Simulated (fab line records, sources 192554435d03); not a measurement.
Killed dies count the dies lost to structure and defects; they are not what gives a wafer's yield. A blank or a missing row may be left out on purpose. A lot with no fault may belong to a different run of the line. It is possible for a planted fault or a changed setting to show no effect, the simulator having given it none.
fab line records	flow n5Finfet
record lots=10	wafers=26	lastDay=17
route steps=1938 shown BEOL_M4@1111 BEOL_M13@1692 PASSIVATION@1936
lots with no fault: from the same line, run without faults
startH: start of the lot's first displayed wafer, in hours after the record's first day	waitH: hours since the lot's step before	" as in the row above	L1.1+2: a single row standing in for several wafers	- no value present, or no start provided	* or withheld: withheld	< > ~ a bound
route shown NAME@n: a module of which the file shows steps, and the number in the route of the first	usual: mean/standard deviation of fault-free wafers	same: alike in all rows	chamber/n: place in a boat	sites: the reading at each site	_std_site: the values' standard deviation	_edge_site: outer sites' mean less inner sites'	radiusMm: for every site, how far away it sits from the centre of the wafer	mask NAME#n: copy n	behind: the tool/chamber that last shaped the wafer	hold: why the lot went on hold/how many hours it stayed there/how the hold came to an end	device: the transistor (n, p or np) that didn't switch	end of line: at the end of the route, the tests of the same wafers	step lacking rows: just its recipe	killed: the dies lost at the first sort to structure and to defects; this is not the yield of the wafer	map: dies across one wafer; x = killed, . = not, _ = none there
set.NAME: the setting the step ran with; set.NAME@STEP: the setting that earlier step ran with	model.NAME: the simulator's own value behind a step, which no gauge read
route steps across a sampled set of lots; one table per step, one row per wafer
services: the hour from which a tool's chamber was out of use, counted from the record's first day as startH (under 0 if before that day), plus the number of hours and why
## steps
# step N5_BEOL_M4_RC_MEAS_101
# usual DIBL_N=36.0/1.9	DIBL_P=35.6/2.4	IOFF_N=0.16/0.036	IOFF_P=0.21/0.04	ION_N=673/14	ION_P=460/8.9	SS_N=71.5/0.67	SS_P=73.2/0.73	VT_N=249/3.6	VT_P=-250/3.7
lot.wafer	tool	chamber	startH	waitH	DIBL_N[mV/V]	DIBL_P[mV/V]	IOFF_N[nA/um]	IOFF_P[nA/um]	ION_N[uA/um]	ION_P[uA/um]	SS_N[mV/dec]	SS_P[mV/dec]	VT_N[mV]	VT_P[mV]
L696.4	prober-02	0	169.38	0.5	35.0	35.2	0.15	0.16	683	458	72.3	72.4	252	-255
L696.5	"	0	"	"	31.5	31.6	0.10	0.12	661	449	70.8	71.6	259	-261
L696.6	"	0	"	"	34.7	35.5	0.14	0.16	668	456	71.4	72.9	252	-256
L700.1	prober-01	0	190.21	0.0	36.7	37.2	0.18	0.23	685	469	72.5	73.4	247	-248
L700.2	"	0	"	"	34.4	34.3	0.12	0.18	660	457	71.1	73.0	254	-251
L704.4	prober-01	0	218.89	0.5	37.1	36.2	0.19	0.24	695	478	71.9	72.7	241	-245
L704.5	"	0	"	"	35.8	35.0	0.17	0.23	701	485	71.5	73.0	244	-247
L708.3	prober-01	0	246.43	0.3	37.0	37.4	0.19	0.23	686	465	71.6	73.4	245	-247
L708.5	"	0	"	"	33.4	31.9	0.10	0.16	642	451	70.7	71.4	256	-256
L708.6	"	0	"	"	35.2	34.6	0.15	0.19	674	461	70.6	73.1	249	-252
L709.1	prober-02	0	257.32	0.0	32.8	33.5	0.12	0.15	679	457	70.1	71.7	250	-257
L709.5	"	0	"	"	37.4	37.4	0.19	0.21	688	459	71.7	73.4	244	-252
L709.6	"	0	"	"	37.7	36.5	0.18	0.19	656	439	72.6	73.3	249	-253
L712.2	prober-02	0	266.33	0.2	35.5	37.5	0.16	0.23	687	473	71.1	72.7	245	-248
L712.6	"	0	"	"	37.0	38.7	0.18	0.23	684	469	71.7	73.9	246	-248
L713.1	prober-02	0	281.37	0.0	31.0	30.6	0.10	0.15	662	456	69.6	72.0	257	-254
L713.2	"	0	"	"	36.8	37.6	0.19	0.26	685	464	71.5	73.7	245	-248
L716.2	prober-01	0	286.13	0.2	33.6	33.4	0.13	0.21	656	457	71.0	73.3	249	-245
L716.5	"	0	"	"	33.4	34.0	0.12	0.21	667	469	70.7	72.3	253	-245
L716.6	"	0	"	"	35.7	36.4	0.15	0.25	667	461	72.1	74.2	248	-247
L717.4	prober-02	0	295.78	0.5	38.9	38.7	0.20	0.23	689	460	71.7	74.6	243	-252
L717.5	"	0	"	"	36.5	34.8	0.15	0.17	670	447	71.3	73.3	250	-254
L717.6	"	0	"	"	37.4	36.9	0.17	0.20	668	459	72.0	73.7	247	-252
L718.2	prober-02	0	310.84	0.2	34.9	36.5	0.16	0.20	684	467	71.0	72.7	248	-249
L718.4	"	0	"	"	34.4	35.7	0.15	0.19	678	459	71.3	72.7	251	-254
L718.6	"	0	"	"	34.5	35.4	0.14	0.18	664	456	71.2	72.9	250	-253
# step N5_BEOL_M13_DESCUM_33
# recipe chemistry=O2	timeS=7.9	sourcePowerW=50	biasPowerW=20	pressureMtorr=20	rfFrequencyHz=2.712e+07	tempC=40	o2FlowSccm=225
# usual drypumpMotorCurrentA=5.5/0.54	oesProductAu=0.81/0.095	rfVppV=243.3/1.5	showerheadPlenumPTorr=2.10/0.091	throttleValvePct=20.45/0.22
lot.wafer	tool	chamber	startH	waitH	drypumpMotorCurrentA	oesProductAu	rfHoursCounterH	rfVppV	showerheadPlenumPTorr	throttleValvePct
L696.4	rieDiel-06	1	240.71	0.0	5.4	0.78	115	246.1	2.18	20.22
L696.5	"	2	"	"	4.7	0.69	-	241.2	2.06	20.79
L696.6	"	3	"	"	4.8	0.83	-	243.8	2.10	20.48
L700.1	rieDiel-02	2	266.20	0.2	5.7	0.81	103	242.7	2.02	20.48
L700.2	"	1	"	"	5.5	0.97	1	242.6	2.07	20.49
L704.4	rieDiel-03	2	284.21	0.0	5.3	0.82	86	242.3	2.04	20.63
L704.5	"	0	"	"	5.9	0.67	-	244.9	2.18	20.45
L708.3	rieDiel-06	0	316.73	0.0	6.2	0.97	4	245.2	2.22	20.45
L708.5	"	0	"	"	6.2	0.98	-	245.0	2.22	20.47
L708.6	"	2	"	"	4.8	0.93	-	244.0	2.05	20.35
L709.1	rieDiel-03	1	326.36	0.0	5.0	0.83	83	244.5	2.20	20.19
L709.5	"	2	"	"	5.3	0.81	-	241.6	2.03	20.65
L709.6	"	3	"	"	6.4	0.96	-	244.8	2.23	20.22
L712.2	rieDiel-03	2	334.99	0.2	5.3	0.80	101	241.5	2.03	20.63
L712.6	"	2	"	"	5.3	0.80	-	242.1	2.03	20.65
L713.1	rieDiel-02	1	347.09	0.0	5.5	0.89	28	241.6	2.06	20.56
L713.2	"	0	"	"	5.7	0.70	194	239.0	1.92	20.83
L716.2	rieDiel-03	0	352.32	0.0	5.9	0.66	241	244.7	2.17	20.48
L716.5	"	2	"	"	5.3	0.79	-	242.8	2.03	20.67
L716.6	"	1	"	"	5.0	0.80	-	244.0	2.20	20.22
L717.4	rieDiel-06	0	364.13	0.0	6.2	0.92	19	244.3	2.21	20.48
L717.5	"	3	"	"	4.7	0.79	-	243.1	2.09	20.52
L717.6	"	0	"	"	6.2	0.92	-	244.4	2.21	20.48
L718.2	rieDiel-03	0	381.48	0.0	6.0	0.66	246	243.7	2.17	20.47
L718.4	"	3	"	"	6.5	0.89	37	245.8	2.23	20.23
L718.6	"	3	"	"	6.4	0.90	-	243.4	2.23	20.23
# step N5_BEOL_M13_PRE_CLEAN_42
# recipe gas=H2/He	timeS=30	tempC=250
# usual heaterPowerW=341/33	susceptorTempC=249.98/0.17
lot.wafer	tool	chamber	startH	waitH	heaterPowerW	susceptorTempC
L696.4	pvdSputter-03	-	243.28	0.0	347	250.04
L696.5	"	-	"	"	343	250.12
L696.6	"	-	"	"	378	249.89
L700.1	pvdSputter-02	-	269.60	0.0	320	249.71
L700.2	"	-	"	"	347	249.79
L704.4	pvdSputter-02	-	286.34	0.0	329	250.14
L704.5	"	-	"	"	346	250.36
L708.3	pvdSputter-01	-	317.86	0.0	359	250.16
L708.5	"	-	"	"	405	250.08
L708.6	"	-	"	"	313	250.00
L709.1	pvdSputter-03	-	330.83	0.0	354	249.88
L709.5	"	-	"	"	400	250.03
L709.6	"	-	"	"	341	250.06
L712.2	pvdSputter-03	-	337.20	0.0	340	250.16
L712.6	"	-	"	"	355	250.00
L713.1	pvdSputter-03	-	349.06	0.0	331	250.02
L713.2	"	-	"	"	394	250.09
L716.2	pvdSputter-03	-	356.28	0.0	367	250.11
L716.5	"	-	"	"	370	250.10
L716.6	"	-	"	"	342	249.77
L717.4	pvdSputter-03	-	366.37	0.0	342	249.78
L717.5	"	-	"	"	394	250.23
L717.6	"	-	"	"	348	249.91
L718.2	pvdSputter-01	-	383.10	0.0	323	249.77
L718.4	"	-	"	"	304	250.03
L718.6	"	-	"	"	392	250.00
# step N5_BEOL_M13_SPUTTER_45
# recipe material=Cu	targetThkA=800	tempC=-20	biasV=60	powerW=26000	chamberPressurePa=0.13	timeS=13.33
# usual biasV=60.0/0.57	cathodeDcPowerW=26000/4.8	chuckSensorTempC=-15.89/0.28	susceptorTempC=-20.00/0.09	throttleValvePct=29.7/0.9
lot.wafer	tool	chamber	startH	waitH	biasV	cathodeDcPowerW	chuckSensorTempC	susceptorTempC	throttleValvePct
L696.4	pvdSputter-03	-	243.48	0.0	60.4	26008	-15.53	-20.20	28.5
L696.5	"	-	"	"	59.8	25994	-15.65	-20.03	28.9
L696.6	"	-	"	"	59.6	26002	-15.77	-20.01	28.8
L700.1	pvdSputter-02	-	269.80	0.0	59.1	26004	-16.06	-20.16	28.5
L700.2	"	-	"	"	60.6	26001	-15.92	-19.87	30.1
L704.4	pvdSputter-02	-	286.54	0.0	59.4	26000	-16.08	-19.89	28.2
L704.5	"	-	"	"	60.3	25995	-15.82	-20.01	29.9
L708.3	pvdSputter-01	-	318.06	0.0	-	-	-	-	-
L708.5	"	-	"	"	-	-	-	-	-
L708.6	"	-	"	"	-	-	-	-	-
L709.1	pvdSputter-03	-	331.03	0.0	-	-	-	-	-
L709.5	"	-	"	"	-	-	-	-	-
L709.6	"	-	"	"	-	-	-	-	-
L712.2	pvdSputter-03	-	337.40	0.0	60.9	25996	-15.99	-20.04	30.2
L712.6	"	-	"	"	59.9	25996	-15.50	-20.01	28.8
L713.1	pvdSputter-03	-	349.26	0.0	61.0	25999	-15.59	-20.04	28.5
L713.2	"	-	"	"	60.2	25995	-15.91	-20.02	30.2
L716.2	pvdSputter-03	-	356.48	0.0	60.5	26001	-15.63	-20.13	28.7
L716.5	"	-	"	"	58.8	26009	-15.85	-20.05	29.0
L716.6	"	-	"	"	60.2	25993	-15.44	-20.07	28.9
L717.4	pvdSputter-03	-	366.57	0.0	60.0	26002	-16.01	-19.75	30.2
L717.5	"	-	"	"	60.5	25994	-15.91	-19.95	30.4
L717.6	"	-	"	"	60.4	25996	-16.01	-19.86	30.0
L718.2	pvdSputter-01	-	383.30	0.0	60.7	25996	-16.38	-19.92	32.1
L718.4	"	-	"	"	59.8	25999	-16.12	-19.80	29.5
L718.6	"	-	"	"	60.3	25993	-16.40	-19.83	29.6
# step N5_BEOL_M13_CMP_49
# recipe stopOn=SiOC	tOverpolishS=17.1	downForcePsi=1	platenRpm=50	clearingPlatenDownForcePsi=1.5	clearingPlatenRpm=50	postCmpClean=cuAlkaline	targetThkNm=420	clearingPlatenPadVelocityMS=0.99484	padVelocityMS=0.99484
# usual motorCurrentA=5.8/0.66
lot.wafer	tool	chamber	startH	waitH	motorCurrentA
L696.4	cmp-04	2	244.45	0.2	6.6
L696.6	"	1	"	"	4.9
L696.5	"	2	"	"	7.0
L700.1	cmp-02	0	270.42	0.3	5.3
L700.2	"	1	"	"	6.8
L704.4	cmp-02	3	287.16	0.2	4.9
L704.5	"	3	"	"	5.0
L708.3	cmp-02	0	318.72	0.2	5.0
L708.5	"	2	"	"	6.0
L708.6	"	3	"	"	4.8
L709.1	cmp-04	0	331.75	0.3	6.0
L709.5	"	3	"	"	7.1
L709.6	"	0	"	"	5.9
L712.2	cmp-04	0	338.01	0.2	5.9
L712.6	"	0	"	"	5.7
L713.1	cmp-04	0	349.84	0.3	6.0
L713.2	"	2	"	"	6.8
L716.2	cmp-02	3	359.49	0.3	5.0
L716.6	"	0	"	"	5.1
L716.5	"	1	"	"	6.6
L717.4	cmp-02	1	367.30	0.2	6.6
L717.5	"	0	"	"	5.4
L717.6	"	1	"	"	6.3
L718.4	cmp-01	3	383.92	0.2	6.2
L718.2	"	1	"	"	6.1
L718.6	"	3	"	"	6.1
# step N5_BEOL_M13_THK_MEAS_50
# recipe thkMeasGauge=xrf	reads=Cu_of_BEOL_M13_ECD_47
# usual M13_THK=432/7.1
lot.wafer	tool	chamber	startH	waitH	M13_THK[nm]
L696.4	filmMetro-01	-	244.71	-	436
L696.5	"	-	"	"	432
L696.6	"	-	"	"	443
L700.1	filmMetro-01	-	270.67	-	434
L700.2	"	-	"	"	441
L704.4	filmMetro-01	-	287.42	-	445
L704.5	"	-	"	"	433
L708.3	filmMetro-02	-	318.94	-	-
L708.5	"	-	"	"	-
L708.6	"	-	"	"	-
L709.1	filmMetro-02	-	332.00	-	-
L709.5	"	-	"	"	-
L709.6	"	-	"	"	-
L712.2	filmMetro-02	-	338.28	-	430
L712.6	"	-	"	"	424
L713.1	filmMetro-02	-	350.13	-	420
L713.2	"	-	"	"	436
L716.2	filmMetro-02	-	359.67	-	419
L716.5	"	-	"	"	428
L716.6	"	-	"	"	432
L717.4	filmMetro-02	-	367.56	-	440
L717.5	"	-	"	"	428
L717.6	"	-	"	"	440
L718.2	filmMetro-02	-	384.17	-	424
L718.4	"	-	"	"	434
L718.6	"	-	"	"	433
# step N5_BEOL_M13_RS_MEAS_54
# recipe thkMeasGauge=four-point-probe	reads=Cu_of_BEOL_M13_ECD_47+Ta_of_BEOL_M13_SPUTTER_44+TaN_of_BEOL_M13_SPUTTER_43
# usual M13_RS=0.0449/0.00069
lot.wafer	tool	chamber	startH	waitH	M13_RS[ohm/sq]
L696.4	filmMetro-01	-	244.87	0.1	0.0447
L696.5	"	-	"	"	0.0451
L696.6	"	-	"	"	0.0439
L700.1	filmMetro-02	-	270.80	0.0	0.0449
L700.2	"	-	"	"	0.0443
L704.4	filmMetro-01	-	287.54	0.0	0.0442
L704.5	"	-	"	"	0.0456
L708.3	filmMetro-01	-	319.07	0.1	57.113
L708.5	"	-	"	"	59.720
L708.6	"	-	"	"	55.881
L709.1	filmMetro-01	-	332.13	0.0	57.924
L709.5	"	-	"	"	58.340
L709.6	"	-	"	"	58.714
L712.2	filmMetro-02	-	338.40	0.1	0.0448
L712.6	"	-	"	"	0.0449
L713.1	filmMetro-02	-	350.29	0.1	0.0464
L713.2	"	-	"	"	0.0448
L716.2	filmMetro-01	-	359.83	0.1	0.0465
L716.5	"	-	"	"	0.0454
L716.6	"	-	"	"	0.0452
L717.4	filmMetro-01	-	367.72	0.1	0.0439
L717.5	"	-	"	"	0.0449
L717.6	"	-	"	"	0.0437
L718.2	filmMetro-01	-	384.30	0.1	0.0457
L718.4	"	-	"	"	0.0447
L718.6	"	-	"	"	0.0447
# step N5_PASSIVATION_PROBE_49
# usual defectLimitedYield=91.2/1.4	killed_at_M0_to_M3=32/9.3	killed_at_M4_up=14/4.9	killedAtContacts=15/7.5	killedAtFrontEnd=40/11	killedAtOther=4/3.3	killedDies=104/17	killedOnRim=13/4.2	killedOpen=68/14	killedShort=33/7.9	sort_bin_5_function=5.2/0.99	sort_bin_6_memory=3.2/0.65	sortNPass=1076/17	sortYieldPct=91.1/1.5
# same grossDies=1180	killedAtBackSide=0	sort_bin_4_leakage[%]=0	sort_bin_8_speed[%]=0
lot.wafer	tool	chamber	startH	waitH	defectLimitedYield[%]	killed_at_M0_to_M3	killed_at_M4_up	killedAtContacts	killedAtFrontEnd	killedAtOther	killedDies	killedOnRim	killedOpen	killedShort	sort_bin_5_function[%]	sort_bin_6_memory[%]	sortNPass	sortYieldPct[%]
L700.1	prober-01	-	297.45	0.0	92.7	22	14	18	32	0	86	4	60	24	4.6	2.6	1094	92.7
L700.2	prober-01	-	297.50	0.1	87.8	44	18	27	55	0	144	16	104	38	7.3	4.6	1036	87.8
L704.4	prober-02	-	312.30	0.2	89.7	36	15	13	49	8	121	12	67	52	6.3	3.3	1059	89.7
L704.5	prober-02	-	312.35	0.2	88.9	32	14	26	46	13	131	14	82	41	7.1	3.7	1049	88.9
L708.3	prober-02	-	346.16	0.1	0	22	1079	14	63	2	1180	152	98	30	95.8	3.8	0	0
L708.5	prober-02	-	346.26	0.2	0	36	1080	20	40	4	1180	152	81	36	94.7	5.0	0	0
L708.6	prober-02	-	346.31	0.3	0	54	1060	26	36	4	1180	152	92	36	95.8	3.5	0	0
L709.1	prober-01	-	356.32	0.0	0	39	1100	5	33	3	1180	152	54	31	96.7	3.0	0	0
L709.5	prober-01	-	356.52	0.2	0	32	1109	9	30	0	1180	152	52	31	96.8	3.1	0	0
L709.6	prober-01	-	356.57	0.3	0	58	1076	7	34	5	1180	152	75	43	95.2	4.5	0	0
# killed by level:class
L700.1 MOL_CONTACT_COAG:geometricParticle:open=16 BEOL_M0_SAQP:geometricParticle:open=7 FIN_SAQP:geometricParticle:open=7 STI_FIN_REVEAL:geometricParticle:open=7 BEOL_M4:geometricParticle:open=7 FIN_SAQP:geometricParticle:short=5 DUMMY_GATE:geometricParticle:open=4 GATE_CUT:geometricParticle:short=4
L700.2 MOL_CONTACT_COAG:geometricParticle:open=24 FIN_SAQP:geometricParticle:open=13 FIN_SAQP:geometricParticle:short=11 BEOL_M1:geometricParticle:open=11 BEOL_M0_SAQP:geometricParticle:open=10 STI_FIN_REVEAL:geometricParticle:open=9 BEOL_M3:geometricParticle:open=7 GATE_CUT:geometricParticle:open=6
L704.4 FIN_SAQP:geometricParticle:short=18 MOL_CONTACT_COAG:geometricParticle:open=9 BEOL_M3:geometricParticle:open=9 BEOL_M0_SAQP:geometricParticle:short=8 BEOL_M1:geometricParticle:open=7 FIN_SAQP:geometricParticle:open=6 DUMMY_GATE:geometricParticle:open=6 STI_FIN_REVEAL:geometricParticle:open=4
L704.5 MOL_CONTACT_COAG:geometricParticle:open=16 DUMMY_GATE:geometricParticle:open=11 FIN_SAQP:geometricParticle:open=8 FIN_SAQP:geometricParticle:short=7 BEOL_M0_SAQP:geometricParticle:short=7 MOL_CONTACT_COAG:areaEtch=7 BEOL_M3:geometricParticle:open=6 BEOL_M0_SAQP:geometricParticle:open=6
L708.3 BEOL_M13:areaSputter=552 BEOL_M13:areaEcd=499 STI_FIN_REVEAL:geometricParticle:open=35 BEOL_M4:geometricParticle:open=18 MOL_CONTACT_COAG:geometricParticle:open=12 BEOL_M2:geometricParticle:open=7 GATE_CUT:geometricParticle:short=6 GATE_CUT:geometricParticle:open=5
L708.5 BEOL_M13:areaSputter=545 BEOL_M13:areaEcd=517 STI_FIN_REVEAL:geometricParticle:open=12 MOL_CONTACT_COAG:geometricParticle:open=11 BEOL_M2:geometricParticle:open=11 BEOL_M4:geometricParticle:open=9 MOL_CONTACT_COAG:geometricParticle:short=8 BEOL_M1:geometricParticle:open=8
L708.6 BEOL_M13:areaEcd=548 BEOL_M13:areaSputter=503 MOL_CONTACT_COAG:geometricParticle:open=22 BEOL_M0_SAQP:geometricParticle:short=14 STI_FIN_REVEAL:geometricParticle:open=10 BEOL_M2:geometricParticle:open=9 BEOL_M3:geometricParticle:open=8 GATE_CUT:geometricParticle:open=7
L709.1 BEOL_M13:areaEcd=547 BEOL_M13:areaSputter=546 BEOL_M1:geometricParticle:open=14 FIN_SAQP:geometricParticle:short=8 BEOL_M2:geometricParticle:open=6 DUMMY_GATE:geometricParticle:open=4 MOL_CONTACT_COAG:geometricParticle:open=4 BEOL_M0_SAQP:geometricParticle:open=4
L709.5 BEOL_M13:areaSputter=572 BEOL_M13:areaEcd=523 MOL_CONTACT_COAG:geometricParticle:open=8 BEOL_M0_SAQP:geometricParticle:short=8 BEOL_M1:geometricParticle:open=8 STI_FIN_REVEAL:geometricParticle:open=7 BEOL_M0_SAQP:geometricParticle:open=6 BEOL_M2:geometricParticle:open=6
L709.6 BEOL_M13:areaSputter=533 BEOL_M13:areaEcd=526 BEOL_M0_SAQP:geometricParticle:short=15 BEOL_M1:geometricParticle:open=11 BEOL_M0_SAQP:geometricParticle:open=10 BEOL_M4:geometricParticle:open=10 BEOL_M3:geometricParticle:open=8 FIN_SAQP:geometricParticle:short=7
## services
tool	chamber	startH	hours	kind
cmp-02	-	225.38	0.5	repair
cmp-01	-	226.68	4.9	pm
cmp-04	-	233.36	2.1	repair
cmp-01	-	234.43	27.3	repair
cmp-01	-	264.17	4.0	pm
cmp-04	-	271.01	1.6	repair
cmp-04	-	274.17	4.0	pm
rieDiel-03	0	274.83	3.8	repair
rieDiel-06	3	276.39	6.5	repair
rieDiel-02	3	277.39	11.6	repair
cmp-04	-	278.17	4.3	pm
cmp-01	-	281.64	1.9	repair
cmp-04	-	285.17	5.1	repair
rieDiel-06	3	289.56	18.8	repair
rieDiel-02	3	297.64	18.1	repair
rieDiel-02	1	303.65	4.8	repair
rieDiel-06	1	313.27	20.2	repair
rieDiel-02	0	320.60	12.9	repair
rieDiel-03	2	336.02	2.5	repair
cmp-02	-	352.62	5.6	pm
rieDiel-03	1	354.76	13.3	repair
rieDiel-03	0	362.06	14.1	repair
cmp-04	-	364.94	0.6	repair
rieDiel-02	2	380.92	7.2	repair
## key
firstSign step=N5_BEOL_M13_SPUTTER_45	reading=toolRecord	direction=missing
effect step=N5_BEOL_M13_THK_MEAS_50	reading=M13_THK	direction=missing
effect step=N5_BEOL_M13_RS_MEAS_54	reading=M13_RS	direction=up	sigmas=99+	usual=0.0449	struck=57.949
effect step=N5_PASSIVATION_PROBE_49	reading=killed_at_M4_up	direction=up	sigmas=99+	usual=14	struck=1084
moreKillsBornAt N5_BEOL_M13_SPUTTER_45@pvdSputter-03=1651	N5_BEOL_M13_SPUTTER_45@pvdSputter-01=1600	N5_BEOL_M13_ECD_47@ecdCu-01=1596
metAt N5_BEOL_M13_SPUTTER_45
struckLots L708,L709
laterRowsLeftOut L708.3,L708.5,L708.6,L709.1,L709.5,L709.6
notActingAt N5_BEOL_M13_DESCUM_33,N5_BEOL_M13_PRE_CLEAN_42,N5_BEOL_M13_CMP_49
onsetBetween 243.48 318.06
fault kind=skippedStepWhole	tool=pvdSputter-01,pvdSputter-03	chamber=-	onsetH=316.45	steps=N5_BEOL_M13_SPUTTER_45	scope=struckLotsOnly
# laterRowsLeftOut: the simulator's readings of these wafers behind a module that went badly wrong aren't trusted and aren't shown, but for the sort
